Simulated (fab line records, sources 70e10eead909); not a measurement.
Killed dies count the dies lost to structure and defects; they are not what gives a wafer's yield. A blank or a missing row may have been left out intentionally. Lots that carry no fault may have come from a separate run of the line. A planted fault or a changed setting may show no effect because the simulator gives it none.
Struck lot and sound lot, side by side / flow nand-harc / 42 out of 1159 route steps
Sound: the wafers L654.2, L654.3, L654.6. Wafers L671.3, L671.5 were the ones struck. The cause is given at the end.
For every step that has rows: the tool of each side, followed by ch and its chambers, followed by its first start. Under that, the readings that differ: sound wafers / struck wafers / difference of the means / sigmas: that difference in standard deviations of wafers without a fault.
alike: a reading whose means differ by less than 2 such deviations, as well as words and numbers matching on both sides. not compared: withheld readings; readings where some wafer has no value; bounds like >300 that might hide an equal value; numbers whose values overlap and for which the record gives no deviation.
A row with sigmas, a row that says differs or no value, or rows on one side alone: a step with any of these is where the two part. Numbers that don't overlap but have no deviation are shown without sigmas and don't part them. A reading that every wafer of one side lacks parts them only if that side has two wafers or more.

first, 5 steps without rows for these wafers: NHARC_A_SGD_CUT_PRECLEAN_18 (cleans in SC1); NHARC_A_SGD_CUT_SRD_19; NHARC_A_SGD_CUT_DEP_20 (deposits SiO2, target thk 150 nm); NHARC_A_SGD_CUT_ANNEAL_27 (time 1800 s); NHARC_A_SGD_CUT_CMP_21 (polishes, target thk 148.19 nm).
NHARC_A_SGD_CUT_THK_MEAS_22: measures by ellipsometry.
  struck on film-metro-02, day 19 02:08; sound on film-metro-02, day 14 21:47
  alike: thk-nm
then, 2 steps without rows for these wafers: NHARC_A_SGD_CUT_SRD_23; NHARC_A_SGD_CUT_ETCH_26 (etches SiO2 in dHF, target depth 45.8 nm).
NHARC_A_SGD_CUT_ETCHBACK_24: etches the open film in CH3F/O2, target depth 50 nm, time 92.857 s.
  sound on rie-diel-12 ch 0,2,3, day 14 22:07; struck on rie-diel-13 ch 1,3, day 19 02:25
  alike: ch3f-flow-sccm, chamber-pressure-mTorr, drypump-motor-current-A, oes-product-au, rf-vpp-V, showerhead-plenum-p-Torr, throttle-valve-pct
  not compared: rf-hours-counter-h
then, 1 step without rows for these wafers: NHARC_A_SGD_CUT_STRIP_28 (strips in O2, time 20 s).
NHARC_A_SGD_CUT_INSPECT_25:
  struck on defect-inspect-02, day 19 02:38; sound on defect-inspect-02, day 14 22:23
  alike: raw-defect-count
NHARC_A_SLIT_DEP_25: deposits SiO2, target thk 200 nm.
  sound on pecvd-03 ch 1,2, day 14 22:52; struck on pecvd-03 ch 1,2, day 19 02:47
  alike: heater-power-w, mfc-precursor-sccm, throttle-valve-pct
NHARC_A_SLIT_DEP_00: deposits aC, target thk 3200 nm.
  sound on acl-dep-01 ch 0, day 15 01:35; struck on acl-dep-01 ch 0, day 19 07:05
  alike: throttle-valve-pct
then, 9 steps without rows for these wafers: NHARC_A_SLIT_DEP_23 (deposits SiON, target thk 100 nm); NHARC_A_SLIT_DEHYDRATE_01 (time 120 s); NHARC_A_SLIT_HMDS_02 (time 30 s); NHARC_A_SLIT_COAT_03 (resist thk 90 nm); NHARC_A_SLIT_SOFTBAKE_04 (time 55 s); NHARC_A_SLIT_EBR_05; NHARC_A_SLIT_EXPOSE_06 (exposes mask SLIT); NHARC_A_SLIT_PEB_07 (peb time 65 s); NHARC_A_SLIT_DEVELOP_08 (develop time 35 s).
NHARC_A_SLIT_CD_MEAS_09: the cd target is 300 nm.
  sound on cd-sem-01 ch 0, day 15 03:58; struck on cd-sem-03 ch 0, day 19 09:07
  alike: cd-nm
NHARC_A_SLIT_OVL_MEAS_10:
  struck on overlay-01, day 19 09:11; sound on overlay-02, day 15 04:02
  alike: overlay-x-nm, overlay-y-nm
NHARC_A_SLIT_INSPECT_11:
  struck on defect-inspect-02, day 19 09:14; sound on defect-inspect-02, day 15 04:05
  alike: raw-defect-count
NHARC_A_SLIT_DESCUM_14: chemistry O2, time 3 s.
  sound on rie-diel-07 ch 0,1,3, day 15 04:10; struck on rie-diel-11 ch 1,2, day 19 09:17
  alike: chamber-pressure-mTorr, drypump-motor-current-A, oes-product-au, rf-vpp-V, showerhead-plenum-p-Torr, throttle-valve-pct
  not compared: rf-hours-counter-h
then, 3 steps without rows for these wafers: NHARC_A_SLIT_ETCH_24 (etches the open film in CF4/CHF3, target depth 121 nm, time 60.5 s); NHARC_A_SLIT_ETCH_15 (etches the open film in O2/COS, target depth 3200 nm, time 832 s); NHARC_A_SLIT_ETCH_17 (etches the open film in C4F8/O2/Ar, time 1687.5 s, target depth 10100 nm).
NHARC_A_SLIT_ETCH_26: etches the open film in C4F8/O2/Ar, time 90 s, target depth 400 nm.
  sound on har-etch-02 ch 1, day 15 07:21; struck on har-etch-01 ch 0, day 19 17:16
reading=drypump-motor-current-A (A); sound=6.3 6.3 6.3; struck=5.6 5.6; difference=-0.7; sigmas=-2
  alike: c4f8-flow-sccm, chamber-pressure-mTorr, showerhead-plenum-p-Torr, throttle-valve-pct
  not compared: rf-hours-counter-h
then, 5 steps without rows for these wafers: NHARC_A_SLIT_STRIP_28 (strips in O2/COS); NHARC_A_SLIT_ETCH_29 (etches the open film in CF4/O2, target depth 100 nm, overetch 10 nm, time 55 s); NHARC_A_SLIT_STRIP_18 (strips in O2); NHARC_A_SLIT_PRECLEAN_19 (cleans in SC1); NHARC_A_SLIT_SRD_20.
NHARC_A_SLIT_CD_MEAS_21:
  struck on cd-sem-03, day 19 18:20; sound on cd-sem-02, day 15 08:29
reading=cd-nm (nm); sound=288.9 288.0 287.6; struck=289.3 290.2; difference=+1.6; sigmas=+2
then, 3 steps without rows for these wafers: NHARC_A_SIN_REMOVE_WET_00 (chemistry H3PO4, time 15300 s); NHARC_A_SIN_REMOVE_PRECLEAN_01 (cleans in SC1); NHARC_A_SIN_REMOVE_SRD_02.
NHARC_A_SIN_REMOVE_INSPECT_04:
  the record holds rows for the sound wafers here (defect-inspect-01, day 15 16:12) but none for the struck ones
NHARC_A_WL_FILL_ALD_00: deposits Al2O3, target thk 3 nm, pulse time 3 s, ald cycles 30.
  the record has rows for the sound wafers here (ald-hk-01 ch 0,2,3, day 15 16:16) and none for the struck ones
-- the record jumps here: 6 days lie between the struck wafers' starts before and after (it left off in module A_WL_FILL and takes up again in module END, whose first step shown is number 1159 of the route) --
NHARC_END_SORT_01:
  the record has rows for the struck wafers here (prober-01 ch 0, day 25 10:09) and none for the sound ones

## WHERE THEY PART
First at NHARC_A_SLIT_ETCH_26; last, within this record, at NHARC_END_SORT_01.

WHY: what had been put in by the simulator
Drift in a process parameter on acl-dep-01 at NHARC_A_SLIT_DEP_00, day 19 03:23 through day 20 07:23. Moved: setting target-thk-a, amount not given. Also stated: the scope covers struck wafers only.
